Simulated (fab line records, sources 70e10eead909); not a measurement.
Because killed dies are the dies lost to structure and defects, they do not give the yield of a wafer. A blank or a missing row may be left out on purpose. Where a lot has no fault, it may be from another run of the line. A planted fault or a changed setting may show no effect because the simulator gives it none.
fab line records | flow nand-harc | part 1 of 2: steps 1 to 23 of 31
record: lots: 5 wafers: 15 last-day: 33
route steps=1302 shown A_CHANNEL_FILL_D2@637 A_STAIRCASE@639
lots that met no fault: taken from a fault-free run of the same line
start-h: the number of hours between the record's first day and the start of the first shown wafer of the lot | wait-h: time in hours since the lot's previous step | " as in the row above | L1.1+2: several wafers, shown together as one row | - no value, or no start was given | * or withheld: withheld | < > ~ a bound
route shown NAME@n: NAME is a module with steps in the file, n the number in the route of the first one | usual: mean/standard deviation taken from wafers without a fault | same: alike in all rows | chamber/n: place in a boat | sites: per-site readings | _std_site: the standard deviation of these | _edge_site: mean of outer sites minus mean of inner sites | radius-mm: how far each site lies from the wafer's centre | mask NAME#n: copy n | behind: tool/chamber where the wafer was last shaped | hold: why the lot went on hold/how many hours it stayed there/how the hold came to an end | device: names the non-switching transistor (n, p or np) | end of line: tests of these same wafers at the route's end | a step without rows: its recipe alone | killed: dies that structure and defects cost at the first sort, which is not the same as the wafer's yield | map: dies across one wafer; x = killed, . = not, _ = none there
set.NAME: the setting as run; set.NAME@STEP: as run at that earlier step | model.NAME: the simulator's own value behind a step, which no gauge read
a table for each step, a row for each wafer; lots at some steps of the route
services: from which hour (start-h, from the record's first day; less than 0 if before it) a tool's chamber was out of use, for how many hours, and why
== steps ==
step: NHARC_A_CHANNEL_FILL_D2_RTA_24
recipe: temp-c: 1000 time-s: 5
usual: lamp-power-pct: 29.0/2.4 lamp_zone_1_pct: 29.0/2.4 lamp_zone_3_pct: 29.0/2.4 lamp_zone_6_pct: 28.9/2.4 wafer_temp_C_max: 1005.1/1.3
columns lot.wafer tool chamber start-h wait-h lamp-power-pct lamp_zone_1_pct lamp_zone_3_pct lamp_zone_6_pct wafer_temp_C_max
L082.1 rtp-anneal-01 0 424.95 0.0 26.4 26.4 26.4 26.4 1004.2
L082.4 " 0 " " 26.4 26.5 26.4 26.4 1005.2
L082.6 " 0 " " 26.4 26.4 26.4 26.4 1004.3
L085.3 rtp-anneal-01 0 450.31 0.1 26.4 26.4 26.5 26.4 1006.7
L085.4 " 0 " " 26.4 26.4 26.4 26.4 1009.0
L085.5 " 0 " " 26.5 26.5 26.5 26.4 1006.5
L088.2 rtp-anneal-02 0 494.34 0.1 31.2 31.2 31.1 31.1 1004.9
L088.3 " 0 " " 31.2 31.2 31.2 31.1 1005.3
L088.6 " 0 " " 31.1 31.1 31.2 31.2 1003.7
L093.3 rtp-anneal-02 0 536.08 0.1 31.2 31.2 31.2 31.1 1004.0
L093.5 " 0 " " 31.2 31.2 31.1 31.1 1004.3
L093.6 " 0 " " 31.1 31.2 31.2 31.1 1004.0
L097.1 rtp-anneal-01 0 581.98 0.0 26.4 26.4 26.4 26.3 1006.8
L097.2 " 0 " " 26.4 26.4 26.4 26.3 1006.6
L097.4 " 0 " " 26.4 26.4 26.4 26.4 1005.7
step: NHARC_A_CHANNEL_FILL_D2_INSPECT_13
usual: raw-defect-count: 362/120
columns lot.wafer tool chamber start-h wait-h raw-defect-count
L082.1 defect-inspect-01 - 425.14 0.2 386
L082.4 " - " " 304
L082.6 " - " " 393
L085.3 defect-inspect-01 - 450.45 0.1 244
L085.4 " - " " 252
L085.5 " - " " 332
L088.2 defect-inspect-02 - 494.51 0.1 284
L088.3 " - " " 251
L088.6 " - " " 331
L093.3 defect-inspect-02 - 536.22 0.1 195
L093.5 " - " " 236
L093.6 " - " " 242
L097.1 defect-inspect-02 - 582.17 0.2 542
L097.2 " - " " 479
L097.4 " - " " 265
step: NHARC_A_STAIRCASE_DEP_156
recipe: target-thk-a: 500 temp-c: 400 target-thk-nm: 50 flow-sccm: 200 rf-w: 450 material: SiNx
usual: heater-power-outer-w: 411/64 heater-power-w: 701/92
columns lot.wafer tool chamber start-h wait-h heater-power-outer-w heater-power-w
L082.1 pecvd-03 1 425.21 0.1 388 666
L082.4 " 1 " " 389 667
L082.6 " 2 " " 468 816
L085.3 pecvd-03 1 450.71 0.3 382 663
L085.5 " 0 " " 353 598
L085.4 " 1 " " 384 651
L088.2 pecvd-03 1 494.58 0.1 369 652
L088.3 " 2 " " 374 657
L088.6 " 0 " " 296 514
L093.3 pecvd-03 1 536.34 0.1 412 687
L093.5 " 2 " " 411 703
L093.6 " 1 " " 408 697
L097.2 pecvd-01 2 582.27 0.1 515 862
L097.1 " 0 " " 381 654
L097.4 " 1 " " 335 657
step: NHARC_A_STAIRCASE_DEHYDRATE_158
recipe: temp-c: 150 time-s: 120
usual: resist-line-temp-C: 22.99/0.099
columns lot.wafer tool chamber start-h wait-h resist-line-temp-C
L082.1 litho-track-05 0 425.48 0.2 23.08
L082.4 " 0 " " 22.86
L082.6 " 0 " " 23.02
L085.3 litho-track-05 0 450.96 0.2 22.90
L085.4 " 0 " " 23.08
L085.5 " 0 " " 22.88
L088.2 litho-track-07 0 494.85 0.2 23.09
L088.3 " 0 " " 23.08
L088.6 " 0 " " 22.99
L093.3 litho-track-07 0 536.56 0.2 23.02
L093.5 " 0 " " 22.93
L093.6 " 0 " " 23.09
L097.1 litho-track-03 0 582.51 0.2 23.11
L097.2 " 0 " " 23.08
L097.4 " 0 " " 22.94
step: NHARC_A_STAIRCASE_HMDS_159
recipe: time-s: 30
usual: resist-line-temp-C: 22.98/0.11
columns lot.wafer tool chamber start-h wait-h resist-line-temp-C
L082.1 litho-track-05 0 - - 22.96
L082.4 " 0 " " 23.04
L082.6 " 0 " " 22.93
L085.3 litho-track-05 0 - - 22.98
L085.4 " 0 " " 22.77
L085.5 " 0 " " 22.90
L088.2 litho-track-07 0 - - 23.08
L088.3 " 0 " " 23.04
L088.6 " 0 " " 23.17
L093.3 litho-track-07 0 - - 23.04
L093.5 " 0 " " 23.06
L093.6 " 0 " " 23.08
L097.1 litho-track-03 0 - - 22.96
L097.2 " 0 " " 23.09
L097.4 " 0 " " 22.82
step: NHARC_A_STAIRCASE_COAT_160
recipe: spin-rpm: 1200
usual: resist-line-temp-C: 23.00/0.11
columns lot.wafer tool chamber start-h wait-h resist-line-temp-C
L082.1 litho-track-05 0 - - 23.10
L082.4 " 0 " " 23.03
L082.6 " 0 " " 23.04
L085.3 litho-track-05 0 - - 23.05
L085.4 " 0 " " 23.11
L085.5 " 0 " " 23.22
L088.2 litho-track-07 0 - - 22.98
L088.3 " 0 " " 22.92
L088.6 " 0 " " 22.87
L093.3 litho-track-07 0 - - 22.72
L093.5 " 0 " " 22.86
L093.6 " 0 " " 22.75
L097.1 litho-track-03 0 - - 23.12
L097.2 " 0 " " 22.93
L097.4 " 0 " " 23.04
step: NHARC_A_STAIRCASE_SOFTBAKE_161
recipe: temp-c: 135 time-s: 170
usual: resist-line-temp-C: 23.01/0.11
columns lot.wafer tool chamber start-h wait-h resist-line-temp-C
L082.1 litho-track-05 0 - - 23.04
L082.4 " 0 " " 23.16
L082.6 " 0 " " 22.93
L085.3 litho-track-05 0 - - 22.97
L085.4 " 0 " " 22.98
L085.5 " 0 " " 23.20
L088.2 litho-track-07 0 - - 23.09
L088.3 " 0 " " 22.93
L088.6 " 0 " " 22.96
L093.3 litho-track-07 0 - - 23.00
L093.5 " 0 " " 22.91
L093.6 " 0 " " 22.95
L097.1 litho-track-03 0 - - 22.96
L097.2 " 0 " " 23.05
L097.4 " 0 " " 23.08
step: NHARC_A_STAIRCASE_EBR_162
usual: resist-line-temp-C: 22.99/0.11
columns lot.wafer tool chamber start-h wait-h resist-line-temp-C
L082.1 litho-track-05 0 - - 22.69
L082.4 " 0 " " 22.90
L082.6 " 0 " " 22.84
L085.3 litho-track-05 0 - - 23.09
L085.4 " 0 " " 22.96
L085.5 " 0 " " 22.96
L088.2 litho-track-07 0 - - 23.00
L088.3 " 0 " " 23.12
L088.6 " 0 " " 22.90
L093.3 litho-track-07 0 - - 22.97
L093.5 " 0 " " 23.05
L093.6 " 0 " " 22.87
L097.1 litho-track-03 0 - - 23.26
L097.2 " 0 " " 23.19
L097.4 " 0 " " 23.19
step: NHARC_A_STAIRCASE_EXPOSE_163
recipe: na: 0.5 dose-mj: 20.01 mask-id: STAIR_OPEN
columns lot.wafer tool chamber start-h wait-h mask
L082.1+4+6 krf-scanner-04 0 425.69 - STAIR_OPEN#0
L085.3+4+5 krf-scanner-02 0 451.30 - STAIR_OPEN#0
L088.2+3+6 krf-scanner-04 0 495.19 - STAIR_OPEN#0
L093.3+5+6 krf-scanner-02 0 536.90 - STAIR_OPEN#0
L097.1+2+4 krf-scanner-03 0 582.85 - STAIR_OPEN#0
step: NHARC_A_STAIRCASE_PEB_164
recipe: peb-temp-c: 115 peb-time-s: 130
usual: resist-line-temp-C: 23.01/0.1
columns lot.wafer tool chamber start-h wait-h resist-line-temp-C
L082.1 litho-track-05 0 425.75 0.1 23.15
L082.4 " 0 " " 22.81
L082.6 " 0 " " 22.94
L085.3 litho-track-07 0 451.35 0.0 22.95
L085.4 " 0 " " 23.27
L085.5 " 0 " " 23.15
L088.2 litho-track-07 0 495.25 0.1 23.08
L088.3 " 0 " " 23.01
L088.6 " 0 " " 23.00
L093.3 litho-track-07 0 536.95 0.0 22.83
L093.5 " 0 " " 22.96
L093.6 " 0 " " 22.82
L097.1 litho-track-03 0 582.91 0.1 23.09
L097.2 " 0 " " 23.03
L097.4 " 0 " " 22.95
step: NHARC_A_STAIRCASE_DEVELOP_165
recipe: time-s: 140
usual: resist-line-temp-C: 23.02/0.11
columns lot.wafer tool chamber start-h wait-h resist-line-temp-C
L082.1 litho-track-05 0 - - 23.06
L082.4 " 0 " " 23.10
L082.6 " 0 " " 23.04
L085.3 litho-track-07 0 - - 23.08
L085.4 " 0 " " 23.11
L085.5 " 0 " " 23.21
L088.2 litho-track-07 0 - - 23.09
L088.3 " 0 " " 23.20
L088.6 " 0 " " 23.04
L093.3 litho-track-07 0 - - 22.89
L093.5 " 0 " " 23.06
L093.6 " 0 " " 23.00
L097.1 litho-track-03 0 - - 22.85
L097.2 " 0 " " 22.95
L097.4 " 0 " " 22.96
step: NHARC_A_STAIRCASE_HARDBAKE_167
recipe: temp-c: 120 time-s: 140
usual: resist-line-temp-C: 23.01/0.11
columns lot.wafer tool chamber start-h wait-h resist-line-temp-C
L082.1 litho-track-05 0 425.97 - 23.12
L082.4 " 0 " " 23.02
L082.6 " 0 " " 23.15
L085.3 litho-track-05 0 451.58 - 22.84
L085.4 " 0 " " 22.78
L085.5 " 0 " " 22.99
L088.2 litho-track-03 0 495.47 - 22.74
L088.3 " 0 " " 22.87
L088.6 " 0 " " 22.85
L093.3 litho-track-03 0 537.18 - 22.95
L093.5 " 0 " " 22.90
L093.6 " 0 " " 22.92
L097.1 litho-track-05 0 583.13 - 23.20
L097.2 " 0 " " 23.12
L097.4 " 0 " " 22.83
step: NHARC_A_STAIRCASE_DESCUM_168
recipe: time-s: 3 o2-flow-sccm: 200 ar-flow-sccm: 0 bias-power-w: 0 chemistry: O2
usual: drypump-motor-current-A: 5.6/0.63 oes-product-au: 0.999/0.0098 rf-vpp-V: 57.7/0.81 showerhead-plenum-p-Torr: 1.90/0.081 throttle-valve-pct: 11.310/0.0094
columns lot.wafer tool chamber start-h wait-h drypump-motor-current-A oes-product-au rf-hours-counter-h rf-vpp-V showerhead-plenum-p-Torr throttle-valve-pct
L082.1 rie-diel-01 1 426.07 - 6.7 1.007 13 57.9 1.93 11.310
L082.4 " 3 " " 4.9 0.999 11 58.1 1.81 11.297
L082.6 " 0 " " 5.5 0.996 - 57.6 1.91 11.315
L085.3 rie-diel-05 3 451.67 - 4.9 0.985 9 57.7 2.07 11.319
L085.4 " 0 " " 5.3 1.008 9 58.5 1.88 11.295
L085.5 " 3 " " 4.9 0.997 - 57.2 2.07 11.304
L088.2 rie-diel-05 1 495.56 - 4.8 1.007 21 56.7 1.82 11.314
L088.3 " 3 " " 4.9 0.978 22 57.4 2.07 11.307
L088.6 " 2 " " 6.4 0.991 - 57.9 1.84 11.318
L093.3 rie-diel-06 2 537.28 - 5.0 1.007 14 58.5 1.87 11.300
L093.5 " 0 " " 5.6 1.012 - 57.6 1.98 11.311
L093.6 " 1 " " 5.5 1.011 - 58.0 1.95 11.300
L097.2 rie-diel-05 3 583.22 - 4.9 0.982 55 59.4 2.06 11.305
L097.1 " 0 " " 5.3 1.005 52 57.4 1.86 11.300
L097.4 " 2 " " 6.3 0.990 53 58.5 1.83 11.316
step: NHARC_A_STAIRCASE_ETCH_169
recipe: target-depth-a: 500 time-s: 107.1 ion-energy-ev: 120 ch3f-flow-sccm: 50 o2-flow-sccm: 30 ar-flow-sccm: 200 rf-w: 500 bias-w: 100 chemistry: CH3F/O2
usual: bias-w: 100.0/0.32 drypump-motor-current-A: 5.6/0.63 oes-product-au: 0.959/0.02 rf-vpp-V: 244.1/1.7 showerhead-plenum-p-Torr: 2.44/0.1 throttle-valve-pct: 20.665/0.0094
columns lot.wafer tool chamber start-h wait-h bias-w drypump-motor-current-A oes-product-au rf-hours-counter-h rf-vpp-V showerhead-plenum-p-Torr throttle-valve-pct
L082.1 rie-diel-01 1 426.16 0.1 100.0 6.7 0.954 13 244.3 2.48 20.669
L082.4 " 3 " " 99.7 4.9 0.964 11 243.5 2.33 20.654
L082.6 " 0 " " 99.6 5.5 0.937 - 244.9 2.45 20.673
L085.4 rie-diel-05 1 451.76 0.1 100.0 4.8 0.989 8 242.6 2.35 20.653
L085.3 " 2 " " 99.9 6.3 0.943 8 243.5 2.37 20.663
L085.5 " 0 " " 100.0 5.2 0.973 - 244.0 2.41 20.650
L088.3 rie-diel-05 2 495.65 0.1 100.3 6.4 0.950 22 243.7 2.37 20.670
L088.2 " 0 " " 99.9 5.2 0.963 20 244.7 2.41 20.656
L088.6 " 2 " " 100.1 6.3 0.949 - 241.4 2.37 20.684
L093.3 rie-diel-06 2 537.49 0.2 100.2 5.0 0.953 15 243.8 2.41 20.662
L093.5 " 1 " " 100.0 5.5 0.951 - 243.8 2.50 20.667
L093.6 " 2 " " 100.3 5.0 0.952 - 243.1 2.41 20.665
L097.4 rie-diel-05 2 583.34 0.1 99.5 6.3 0.915 53 242.7 2.35 20.667
L097.1 " 3 " " 99.4 4.9 0.913 55 246.6 2.64 20.658
L097.2 " 1 " " 99.4 4.8 0.928 50 243.3 2.33 20.657
step: NHARC_A_STAIRCASE_ETCH_170
recipe: target-depth-a: 2000 time-s: 66.667 ion-energy-ev: 250 c4f6-flow-sccm: 25 o2-flow-sccm: 20 ar-flow-sccm: 500 rf-w: 600 bias-w: 500 chemistry: C4F6/O2
usual: bias-w: 499.9/1.4 drypump-motor-current-A: 5.5/0.62 oes-product-au: 0.971/0.014 rf-vpp-V: 546/3.2 showerhead-plenum-p-Torr: 3.90/0.16 throttle-valve-pct: 26.902/0.0096
columns lot.wafer tool chamber start-h wait-h bias-w drypump-motor-current-A oes-product-au rf-hours-counter-h rf-vpp-V showerhead-plenum-p-Torr throttle-valve-pct
L082.1 rie-diel-01 1 - - 499.0 6.7 0.989 14 547 3.96 26.898
L082.4 " 0 " " 501.1 5.5 0.976 13 547 3.91 26.912
L082.6 " 2 " " 501.7 5.7 0.962 - 546 3.90 26.913
L085.4 rie-diel-05 1 - - 501.4 4.8 0.989 8 543 3.76 26.897
L085.3 " 2 " " 500.7 6.4 0.947 8 544 3.79 26.916
L085.5 " 2 " " 500.8 6.3 0.956 - 545 3.79 26.891
L088.3 rie-diel-05 2 - - 499.6 6.3 0.974 22 543 3.79 26.914
L088.2 " 1 " " 498.1 4.8 0.975 21 544 3.75 26.917
L088.6 " 3 " " 499.3 4.9 0.976 - 551 4.21 26.910
L093.3 rie-diel-06 0 - - 499.3 5.6 0.972 15 550 4.05 26.918
L093.5 " 0 " " 499.7 5.6 0.963 - 549 4.05 26.915
L093.6 " 1 " " 499.8 5.5 0.980 - 548 3.98 26.917
L097.1 rie-diel-05 3 - - 499.2 5.0 0.943 55 551 4.19 26.900
L097.2 " 0 " " 499.6 5.2 0.953 52 546 3.83 26.895
L097.4 " 2 " " 499.5 6.4 0.947 53 542 3.77 26.896
step: NHARC_A_STAIRCASE_STRIP_171
recipe: power-w: 1500 temp-c: 250 chemistry: O2
usual: drypump-motor-current-A: 5.5/0.3 heater-power-w: 326/11 temp-c: 250.02/0.18
columns lot.wafer tool chamber start-h wait-h drypump-motor-current-A heater-power-w rf-hours-counter-h temp-c
L082.1 plasma-asher-01 1 426.52 - 5.3 322 13 250.30
L082.4 " 0 " " 5.4 338 - 250.14
L082.6 " 0 " " 5.4 337 - 250.31
L085.3 plasma-asher-01 1 452.07 - 5.3 321 - 250.26
L085.4 " 0 " " 5.4 335 - 249.70
L085.5 " 0 " " 5.4 344 - 249.89
L088.2 plasma-asher-01 0 495.88 - 5.4 339 27 250.26
L088.3 " 0 " " 5.4 334 - 250.50
L088.6 " 1 " " 5.3 322 - 249.93
L093.3 plasma-asher-01 0 537.93 - 5.4 329 - 249.92
L093.6 " 0 " " 5.4 330 - 249.86
L093.5 " 1 " " 5.3 330 - 249.66
L097.2 plasma-asher-01 0 583.58 - 5.4 317 11 250.15
L097.1 " 1 " " 5.3 325 11 250.03
L097.4 " 0 " " 5.4 327 - 250.07
step: NHARC_A_STAIRCASE_STRIP_172
recipe: time-s: 900 temp-c: 130 chemistry: SPM
usual: temp-c: 129.99/0.13
columns lot.wafer tool chamber start-h wait-h temp-c
L082.6 wet-bench-09 4 426.83 0.1 129.83
L082.4 " 5 " " 130.00
L082.1 " 0 " " 129.89
L085.4 wet-bench-04 4 452.33 0.2 130.06
L085.3 " 5 " " 129.87
L085.5 " 0 " " 130.01
L088.3 wet-bench-06 2 496.23 0.2 129.87
L088.6 " 4 " " 130.04
L088.2 " 5 " " 130.05
L093.5 wet-bench-09 2 538.19 0.1 130.11
L093.3 " 3 " " 129.93
L093.6 " 6 " " 129.87
L097.2 wet-bench-06 2 583.95 0.3 129.81
L097.1 " 3 " " 130.26
L097.4 " 4 " " 130.05
step: NHARC_A_STAIRCASE_PRECLEAN_173
recipe: time-s: * temp-c: 50 bath-age-min: 0 chemistry: SC1
usual: temp-c: 50.00/0.12
columns lot.wafer tool chamber start-h wait-h temp-c
L082.6 wet-bench-09 4 - - 50.10
L082.4 " 5 " " 50.05
L082.1 " 0 " " 49.83
L085.4 wet-bench-04 4 - - 49.78
L085.3 " 5 " " 50.05
L085.5 " 0 " " 50.27
L088.3 wet-bench-06 2 - - 49.96
L088.6 " 4 " " 49.91
L088.2 " 5 " " 49.83
L093.5 wet-bench-09 2 - - 49.95
L093.3 " 3 " " 50.00
L093.6 " 6 " " 50.16
L097.2 wet-bench-06 2 - - 49.99
L097.1 " 3 " " 50.13
L097.4 " 4 " " 50.13
step: NHARC_A_STAIRCASE_SRD_174
columns lot.wafer tool chamber start-h wait-h
L082.6+4+1 wet-bench-09 4,5,0 - -
L085.4+3+5 wet-bench-04 4,5,0 - -
L088.3+6+2 wet-bench-06 2,4,5 - -
L093.5+3+6 wet-bench-09 2,3,6 - -
L097.2+1+4 wet-bench-06 2,3,4 - -
step: NHARC_A_STAIRCASE_DEHYDRATE_01
recipe: temp-c: 150 time-s: 120
usual: resist-line-temp-C: 22.97/0.1
columns lot.wafer tool chamber start-h wait-h resist-line-temp-C
L082.1 litho-track-03 0 427.28 - 22.89
L082.4 " 0 " " 23.10
L082.6 " 0 " " 22.95
L085.3 litho-track-07 0 452.78 - 22.89
L085.4 " 0 " " 22.92
L085.5 " 0 " " 22.94
L088.2 litho-track-03 0 496.68 - 22.98
L088.3 " 0 " " 22.89
L088.6 " 0 " " 22.85
L093.3 litho-track-03 0 538.65 - 23.11
L093.5 " 0 " " 22.98
L093.6 " 0 " " 22.87
L097.1 litho-track-05 0 584.38 - 22.92
L097.2 " 0 " " 22.87
L097.4 " 0 " " 22.95
step: NHARC_A_STAIRCASE_HMDS_02
recipe: time-s: 30
usual: resist-line-temp-C: 23.00/0.12
columns lot.wafer tool chamber start-h wait-h resist-line-temp-C
L082.1 litho-track-03 0 - - 23.15
L082.4 " 0 " " 22.92
L082.6 " 0 " " 23.02
L085.3 litho-track-07 0 - - 23.11
L085.4 " 0 " " 23.03
L085.5 " 0 " " 23.07
L088.2 litho-track-03 0 - - 23.28
L088.3 " 0 " " 23.30
L088.6 " 0 " " 23.04
L093.3 litho-track-03 0 - - 22.84
L093.5 " 0 " " 22.97
L093.6 " 0 " " 22.86
L097.1 litho-track-05 0 - - 23.00
L097.2 " 0 " " 22.97
L097.4 " 0 " " 23.10
step: NHARC_A_STAIRCASE_COAT_03
recipe: spin-rpm: 1200
usual: resist-line-temp-C: 23.01/0.1
columns lot.wafer tool chamber start-h wait-h resist-line-temp-C
L082.1 litho-track-03 0 - - 22.94
L082.4 " 0 " " 23.16
L082.6 " 0 " " 23.15
L085.3 litho-track-07 0 - - 22.84
L085.4 " 0 " " 22.98
L085.5 " 0 " " 23.03
L088.2 litho-track-03 0 - - 22.95
L088.3 " 0 " " 23.01
L088.6 " 0 " " 22.92
L093.3 litho-track-03 0 - - 23.10
L093.5 " 0 " " 22.84
L093.6 " 0 " " 22.86
L097.1 litho-track-05 0 - - 22.99
L097.2 " 0 " " 23.11
L097.4 " 0 " " 22.93
step: NHARC_A_STAIRCASE_SOFTBAKE_04
recipe: temp-c: 135 time-s: 170
usual: resist-line-temp-C: 22.99/0.1
columns lot.wafer tool chamber start-h wait-h resist-line-temp-C
L082.1 litho-track-03 0 - - 23.05
L082.4 " 0 " " 23.10
L082.6 " 0 " " 23.09
L085.3 litho-track-07 0 - - 23.02
L085.4 " 0 " " 23.02
L085.5 " 0 " " 23.20
L088.2 litho-track-03 0 - - 22.79
L088.3 " 0 " " 22.96
L088.6 " 0 " " 22.99
L093.3 litho-track-03 0 - - 22.98
L093.5 " 0 " " 22.97
L093.6 " 0 " " 22.92
L097.1 litho-track-05 0 - - 22.88
L097.2 " 0 " " 22.95
L097.4 " 0 " " 22.90
